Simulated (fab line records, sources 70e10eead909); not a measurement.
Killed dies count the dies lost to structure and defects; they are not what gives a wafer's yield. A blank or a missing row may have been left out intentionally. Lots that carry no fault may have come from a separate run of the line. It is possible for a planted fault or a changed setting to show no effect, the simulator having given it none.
Which tool did it?    flow nand_harc    14 lots, 42 wafers sampled, at 6 steps of a route of 1302

## WHAT EACH GAUGE READ, for each wafer
NHARC_P_BONDPAD_THK_MEAS_20: measures by xrf. Usual: thk_nm at 161.3 nm, with a standard deviation of 1.4.
lot   measured      on             thk_nm (nm)        flag
L972  day 6 19:31   film_metro-01  159.4 160.3 160.4  
L971  day 6 20:47   film_metro-01  163.4 161.3 161.7  
L973  day 7 10:00   film_metro-01  159.7 161.2 163.1  
L974  day 7 21:49   film_metro-02  163.2 161.9 160.5  
L975  day 8 05:28   film_metro-01  159.8 161.3 159.0  
L976  day 8 18:33   film_metro-02  160.7 159.5 160.8  
L977  day 9 04:38   film_metro-01  160.2 159.9 158.9  
L978  day 9 16:06   film_metro-02  157.0 160.6 160.8  
L979  day 10 06:52  film_metro-02  161.6 161.3 161.1  
L988  day 13 14:20  film_metro-01  163.5 161.6 164.1  
L989  day 14 08:47  film_metro-02  160.4 161.4 161.3  
L990  day 14 12:58  film_metro-01  163.2 161.5 162.4  
L991  day 15 00:33  film_metro-01  161.4 161.8 160.1  
L994  day 16 01:53  film_metro-01  161.9 161.3 159.5  

NHARC_A_ONON_D1_THK_MEAS_05: measures by ellipsometry. Usual: thk_nm at 1000 nm, with a standard deviation of 11.
lot   measured      on             thk_nm (nm)     flag
L972  day 7 19:55   film_metro-01  1006 1006 1006  
L971  day 7 19:55   film_metro-02  995 996 996     
L973  day 8 13:16   film_metro-02  1008 1008 1010  
L974  day 8 22:09   film_metro-01  1002 1002 1003  
L975  day 9 05:31   film_metro-01  995 995 997     
L976  day 9 20:23   film_metro-01  1005 1003 1006  
L977  day 10 05:47  film_metro-02  978 976 977     
L978  day 10 15:39  film_metro-02  1011 1007 1008  
L979  day 11 07:24  film_metro-02  993 995 992     
L988  day 14 15:53  film_metro-01  1001 1000 1001  
L989  day 15 09:06  film_metro-01  1007 1007 1009  
L990  day 15 12:54  film_metro-02  1010 1011 1010  
L991  day 16 00:29  film_metro-01  978 979 979     
L994  day 16 23:07  film_metro-02  1006 1005 1005  

NHARC_A_ONON_D1_THK_MEAS_08: measures by ellipsometry. Usual: thk_nm at 1000 nm, with a standard deviation of 10.
lot   measured      on             thk_nm (nm)     flag
L972  day 7 20:29   film_metro-02  985 985 986     
L971  day 7 20:29   film_metro-01  991 992 993     
L973  day 8 13:49   film_metro-01  984 983 983     
L974  day 8 22:43   film_metro-02  1010 1010 1010  
L975  day 9 06:04   film_metro-01  998 998 999     
L976  day 9 20:56   film_metro-01  1008 1007 1009  
L977  day 10 06:20  film_metro-02  1014 1015 1014  
L978  day 10 16:13  film_metro-02  1003 1003 1003  
L979  day 11 07:58  film_metro-02  1006 1006 1007  
L988  day 14 16:26  film_metro-02  1001 1002 1002  
L989  day 15 09:40  film_metro-02  1017 1014 1015  
L990  day 15 13:28  film_metro-02  999 999 999     
L991  day 16 01:02  film_metro-02  1018 1018 1017  
L994  day 16 23:41  film_metro-02  999 1001 1000   

NHARC_A_ONON_D1_THK_MEAS_14: measures by ellipsometry. Usual: thk_nm at 1000 nm, with a standard deviation of 11.
lot   measured      on             thk_nm (nm)     flag
L972  day 7 21:38   film_metro-02  982 982 982     
L971  day 7 21:37   film_metro-01  1012 1014 1010  
L973  day 8 14:58   film_metro-02  1000 996 998    
L974  day 8 23:51   film_metro-02  1006 1006 1006  
L975  day 9 07:12   film_metro-02  1011 1012 1013  
L976  day 9 22:05   film_metro-02  1007 1006 1006  
L977  day 10 07:29  film_metro-01  992 993 989     
L978  day 10 17:21  film_metro-01  1002 1004 1005  
L979  day 11 09:06  film_metro-02  995 996 996     
L988  day 14 17:34  film_metro-02  708 707 706     OFF
L989  day 15 10:47  film_metro-01  729 729 728     OFF
L990  day 15 14:36  film_metro-01  1011 1012 1009  
L991  day 16 02:11  film_metro-02  995 992 993     
L994  day 17 00:49  film_metro-01  1003 1000 1004  

NHARC_END_SORT_01. Usual: killed_at_array 58, standard deviation 18; killed_at_other 1.0, standard deviation 1.5; killed_at_periphery 4, standard deviation 3.1; killed_dies 64, standard deviation 18; killed_open 3.4, standard deviation 1.9; killed_short 2.7, standard deviation 1.7.
lot   measured      on         killed_at_array  killed_at_other  killed_at_periphery  killed_dies  killed_open  killed_short  flag
L988  day 31 09:43  prober-02  671 670 675      2 1 0            4 6 2                677 677 677  6 3 0        4 0 4         OFF
L989  day 33 01:08  prober-01  670 674 668      1 1 4            6 2 5                677 677 677  1 4 5        5 2 5         OFF

## EACH LOT AND THE TOOL THAT RAN IT (in order: tool; ch and the chambers of the sampled wafers; start)
lot   NHARC_A_ONON_D1_DEP_12
L972  pecvd_onon-03 ch 0, day 7 21:07
L971  pecvd_onon-01 ch 0, day 7 21:05
L973  pecvd_onon-03 ch 0, day 8 14:27
L974  pecvd_onon-03 ch 0, day 8 23:27
L975  pecvd_onon-02 ch 0, day 9 06:45
L976  pecvd_onon-01 ch 0, day 9 21:34
L977  pecvd_onon-02 ch 0, day 10 06:58
L978  pecvd_onon-02 ch 0, day 10 16:54
L979  pecvd_onon-02 ch 0, day 11 08:42
L988  pecvd_onon-01 ch 0, day 14 17:07
L989  pecvd_onon-01 ch 0, day 15 10:28
L990  pecvd_onon-02 ch 0, day 15 14:13
L991  pecvd_onon-02 ch 0, day 16 01:40
L994  pecvd_onon-02 ch 0, day 17 00:22
- NHARC_A_ONON_D1_DEP_12: target thk 1000 nm.

## AS READ BY THE TOOLS THEMSELVES (means over the sampled wafers that have a number; for cases with no such wafer, the mark the record gives instead)
NHARC_A_ONON_D1_DEP_12. Usual: susceptor_temp_C at 400.00 C, with a standard deviation of 0.21.
lot   tool           susceptor_temp_C (C)  flag
L972  pecvd_onon-03  399.93                
L971  pecvd_onon-01  399.98                
L973  pecvd_onon-03  399.99                
L974  pecvd_onon-03  400.16                
L975  pecvd_onon-02  400.36                
L976  pecvd_onon-01  399.89                
L977  pecvd_onon-02  400.15                
L978  pecvd_onon-02  399.84                
L979  pecvd_onon-02  399.94                
L988  pecvd_onon-01  400.01                
L989  pecvd_onon-01  399.91                
L990  pecvd_onon-02  399.82                
L991  pecvd_onon-02  400.09                
L994  pecvd_onon-02  399.91                

## THE ANSWER, worked out from the rows above alone
Rule: a lot is off if the mean of its wafers that have a number lies more than 3 standard deviations from the usual mean. A lot without any number at a reading at which 4 lots or more have one is off too. Where the step has rows for the other lots, those lots are counted as sound. The gauges are gone through in route order, then the tools' own readings, and for those a lot's mean is taken as printed above. The first step at which some lot is off is used, and at that step the reading that is off furthest; a lot without a number counts as furthest.
Off at NHARC_A_ONON_D1_THK_MEAS_14 (thk_nm): L988, L989.
A tool fits if, at a process step before that reading, it ran every lot that is off, and no sound lot after the first of them. The gauges at NHARC_A_ONON_D1_THK_MEAS_14 aren't tried: what is off there is off at NHARC_END_SORT_01 too, on other tools, and a gauge's error can't cause that. One fits: NHARC_A_ONON_D1_DEP_12 on pecvd_onon-01. Its last sound lot is L976 (day 9 21:34), its first lot that is off L988 (day 14 17:07): a fault that began between those two fits.

## WHAT THE SIMULATOR HAD PUT IN
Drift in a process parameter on pecvd_onon-01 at NHARC_A_ONON_D1_DEP_12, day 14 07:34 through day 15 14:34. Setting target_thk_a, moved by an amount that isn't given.
Struck lots among those shown: L988, L989. The rule above found the same.
